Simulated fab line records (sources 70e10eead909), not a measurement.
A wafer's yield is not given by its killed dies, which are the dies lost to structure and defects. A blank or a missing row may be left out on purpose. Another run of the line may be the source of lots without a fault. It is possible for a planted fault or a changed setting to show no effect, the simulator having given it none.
Which tool is to blame? -- flow nand-harc -- 13 lots, 39 wafers sampled, at 6 steps of a route of 1302

## WHAT THE GAUGES SHOWED, per wafer
NHARC_P_BONDPAD_THK_MEAS_20: measures by xrf.
lot,measured,on,thk-nm (nm)
L134,day 6 15:56,film-metro-02,162.1 161.1 161.4
L136,day 7 16:44,film-metro-02,161.8 159.7 159.3
L137,day 8 02:50,film-metro-02,162.8 162.8 162.3
L140,day 9 00:33,film-metro-02,161.4 159.7 161.6
L147,day 12 04:06,film-metro-01,31.2 29.6 30.2 33.4 29.2 30.7
L149,day 12 20:13,film-metro-02,30.0 30.3 31.9 31.0 30.2 30.0
L148,day 12 21:25,film-metro-02,30.0 30.5 30.9 31.0 29.4 30.0
L150,day 13 06:19,film-metro-02,160.0 159.5 160.9
L151,day 13 17:05,film-metro-01,161.7 161.9 163.0
L152,day 14 02:01,film-metro-02,162.6 161.9 161.7
L153,day 14 18:52,film-metro-02,160.9 161.9 162.0
L154,day 15 00:38,film-metro-02,161.1 161.2 160.2
L155,day 15 11:40,film-metro-02,160.3 159.5 161.3

NHARC_END_SORT_01.
lot,measured,on,defect-limited-yield (%),killed-at-array,killed-at-other,killed-at-periphery,killed-dies,killed-open,killed-short
L140,day 26 19:40,prober-01,92 92 91,49 46 59,0 1 0,6 5 2,55 52 61,4 5 3,0 3 6
L150,day 31 01:58,prober-02,82 89,117 74,2 1,1 1,120 76,3 4,1 0

## TOOL THAT RAN EACH LOT (tool first, then ch and the chambers of the sampled wafers, then the start)
lot,NHARC_P_BONDPAD_ETCH_12,NHARC_P_BONDPAD_STRIP_15,NHARC_P_BONDPAD_DEGAS_25,NHARC_P_BONDPAD_ECD_18
L134,"rie-diel-11 ch 0,1,3, day 6 13:56 or earlier","rie-diel-02 ch 1,2,3, day 6 13:56","pvd-sputter-03, day 6 14:28","ecd-cu-01 ch 0,1, day 6 14:50"
L136,"rie-diel-11 ch 1,2,3, day 7 14:46 or earlier","rie-diel-06 ch 0,3, day 7 14:46","pvd-sputter-03, day 7 15:20","ecd-cu-01 ch 0,1, day 7 15:44"
L137,"rie-diel-11 ch 2,3, day 8 00:56 or earlier","rie-diel-02 ch 0,2,3, day 8 00:56","pvd-sputter-01, day 8 01:26","ecd-cu-01 ch 0,1, day 8 01:53"
L140,"rie-diel-06 ch 0,3, day 8 22:35 or earlier","rie-diel-06 ch 0,1,3, day 8 22:35","pvd-sputter-03, day 8 23:08","ecd-cu-01 ch 0,1, day 8 23:30"
L147,"rie-diel-11 ch 2,3, day 12 02:10 or earlier","rie-diel-11 ch 0,2,3, day 12 02:10","pvd-sputter-03, day 12 02:42","ecd-cu-02 ch 0,1, day 12 03:03"
L149,"rie-diel-06 ch 0,1,3, day 12 18:15 or earlier","rie-diel-02 ch 0,1,2, day 12 18:15","pvd-sputter-01, day 12 18:49","ecd-cu-02 ch 0,1, day 12 19:10"
L148,"rie-diel-06 ch 1,3, day 12 19:08 or earlier","rie-diel-02 ch 0,1,3, day 12 19:08","pvd-sputter-01, day 12 19:42","ecd-cu-01 ch 0,1, day 12 20:26"
L150,"rie-diel-06 ch 1,2,3, day 13 04:21 or earlier","rie-diel-02 ch 0,3, day 13 04:21","pvd-sputter-02, day 13 04:55","ecd-cu-02 ch 1, day 13 05:19"
L151,"rie-diel-06 ch 0,2,3, day 13 15:04 or earlier","rie-diel-11 ch 0,1,3, day 13 15:04","pvd-sputter-01, day 13 15:40","ecd-cu-01 ch 0,1, day 13 16:02"
L152,"rie-diel-11 ch 0,2, day 14 00:04 or earlier","rie-diel-02 ch 0,3, day 14 00:04","pvd-sputter-03, day 14 00:37","ecd-cu-02 ch 0,1, day 14 00:57"
L153,"rie-diel-11 ch 0,2,3, day 14 16:56 or earlier","rie-diel-02 ch 0,1, day 14 16:56","pvd-sputter-02, day 14 17:28","ecd-cu-02 ch 0,1, day 14 17:49"
L154,"rie-diel-06 ch 1,2, day 14 22:43 or earlier","rie-diel-02 ch 0,1, day 14 22:43","pvd-sputter-03, day 14 23:14","ecd-cu-01 ch 0,1, day 14 23:36"
L155,"rie-diel-06 ch 0,1,3, day 15 09:43 or earlier","rie-diel-02 ch 0,3, day 15 09:43","pvd-sputter-03, day 15 10:16","ecd-cu-02 ch 0,1, day 15 10:37"
- NHARC_P_BONDPAD_ETCH_12: etches the open film in CHF3/O2, target depth 200 nm, time 100 s.
- NHARC_P_BONDPAD_STRIP_15: strips in O2.
- NHARC_P_BONDPAD_DEGAS_25: time 60 s.
- NHARC_P_BONDPAD_ECD_18: material Cu, target thk 400 nm.

## WHAT THE TOOLS THEMSELVES READ (means of the sampled wafers that have a number; where no wafer has one, the mark that the record gives instead)
NHARC_P_BONDPAD_ETCH_12.
lot,tool,drypump-motor-current-A (A),oes-product-au (a.u.),rf-fwd-power-W (W),rf-vpp-V (V),showerhead-plenum-p-Torr (Torr),throttle-valve-pct (%)
L134,rie-diel-11,5.4,0.920,496.0,368.7,2.33,20.568
L136,rie-diel-11,5.7,0.928,494.1,369.9,2.37,20.574
L137,rie-diel-11,6.0,0.922,495.9,368.6,2.33,20.579
L140,rie-diel-06,5.6,0.930,497.5,372.1,2.50,20.564
L147,rie-diel-11,6.0,0.978,495.3,370.6,2.38,20.571
L149,rie-diel-06,5.5,0.931,496.9,371.9,2.46,20.567
L148,rie-diel-06,5.5,0.958,496.3,370.5,2.42,20.571
L150,rie-diel-06,5.3,0.930,495.9,370.3,2.36,20.577
L151,rie-diel-06,5.4,0.941,496.9,371.1,2.40,20.573
L152,rie-diel-11,5.4,0.931,495.9,370.4,2.35,20.569
L153,rie-diel-11,5.7,0.927,496.3,369.3,2.34,20.563
L154,rie-diel-06,5.8,0.968,497.1,369.7,2.37,20.571
L155,rie-diel-06,5.6,0.952,496.3,372.2,2.46,20.563

NHARC_P_BONDPAD_STRIP_15.
lot,tool,drypump-motor-current-A (A),oes-product-au (a.u.),rf-vpp-V (V),showerhead-plenum-p-Torr (Torr),throttle-valve-pct (%)
L134,rie-diel-02,5.5,0.995,57.6,3.55,17.033
L136,rie-diel-06,5.7,1.006,57.7,3.67,17.032
L137,rie-diel-02,5.6,1.000,57.7,3.51,17.038
L140,rie-diel-06,5.6,1.010,58.4,3.62,17.036
L147,rie-diel-11,5.7,1.003,57.7,3.44,17.038
L149,rie-diel-02,5.3,0.998,57.8,3.60,17.026
L148,rie-diel-02,5.4,1.002,58.7,3.64,17.041
L150,rie-diel-02,5.7,1.003,57.7,3.56,17.037
L151,rie-diel-11,5.4,1.002,58.7,3.42,17.030
L152,rie-diel-02,5.7,0.998,57.6,3.56,17.035
L153,rie-diel-02,5.0,0.999,58.5,3.69,17.038
L154,rie-diel-02,5.1,1.008,58.0,3.69,17.038
L155,rie-diel-02,5.7,1.008,57.4,3.55,17.040

NHARC_P_BONDPAD_DEGAS_25.
lot,tool,heater-power-w (W)
L134,pvd-sputter-03,477
L136,pvd-sputter-03,478
L137,pvd-sputter-01,503
L140,pvd-sputter-03,506
L147,pvd-sputter-03,437
L149,pvd-sputter-01,497
L148,pvd-sputter-01,491
L150,pvd-sputter-02,448
L151,pvd-sputter-01,446
L152,pvd-sputter-03,471
L153,pvd-sputter-02,515
L154,pvd-sputter-03,445
L155,pvd-sputter-03,470

NHARC_P_BONDPAD_ECD_18.
lot,tool,bath-heat-duty-pct (%),bath-temp-c (C)
L134,ecd-cu-01,7.3,25.06
L136,ecd-cu-01,6.8,24.99
L137,ecd-cu-01,7.0,24.95
L140,ecd-cu-01,6.9,25.01
L147,ecd-cu-02,-,-
L149,ecd-cu-02,-,-
L148,ecd-cu-01,-,-
L150,ecd-cu-02,6.8,25.04
L151,ecd-cu-01,7.0,24.95
L152,ecd-cu-02,7.2,24.98
L153,ecd-cu-02,7.3,25.05
L154,ecd-cu-01,6.4,25.00
L155,ecd-cu-02,7.5,25.17

## THE ANSWER, worked out from the rows above alone
Rule: what is usual is taken from the lots themselves. Put in order of their means at a reading, lots are off if they are a third of the lots or fewer, leave a main group of 4 or more, and stand apart from it by a gap of 3 or more times the standard deviation of the main group's means; of several such gaps the widest counts. A main group whose means are all the same, to the digits that the tables above print for the reading, isn't used. Also off: a lot with no number at a reading for which 4 or more lots have one. Where the step has rows for the other lots, those lots are counted as sound. First the gauges in route order, then the tools' own readings, where a lot's mean is used as printed above. At the first step where some lot is off, the reading lying furthest off is the one used; lots without a number count as furthest.
Off at NHARC_P_BONDPAD_THK_MEAS_20 (thk-nm): L147, L149, L148. The main group has a mean of 161.3 nm with a standard deviation of 0.84.
If a tool, at a process step before that reading, ran all the lots that are off and no sound lot after the first of them, it fits. The gauges at NHARC_P_BONDPAD_THK_MEAS_20 aren't tried: what is off there is off at NHARC_P_BONDPAD_ECD_18 too, on other tools, and a gauge's error can't cause that. NHARC_P_BONDPAD_ETCH_12 gives no start for some lots, so the hours and the order of its lots are those of NHARC_P_BONDPAD_STRIP_15. Of those tried, none fits.

## WHAT THE SIMULATOR HAD PUT IN
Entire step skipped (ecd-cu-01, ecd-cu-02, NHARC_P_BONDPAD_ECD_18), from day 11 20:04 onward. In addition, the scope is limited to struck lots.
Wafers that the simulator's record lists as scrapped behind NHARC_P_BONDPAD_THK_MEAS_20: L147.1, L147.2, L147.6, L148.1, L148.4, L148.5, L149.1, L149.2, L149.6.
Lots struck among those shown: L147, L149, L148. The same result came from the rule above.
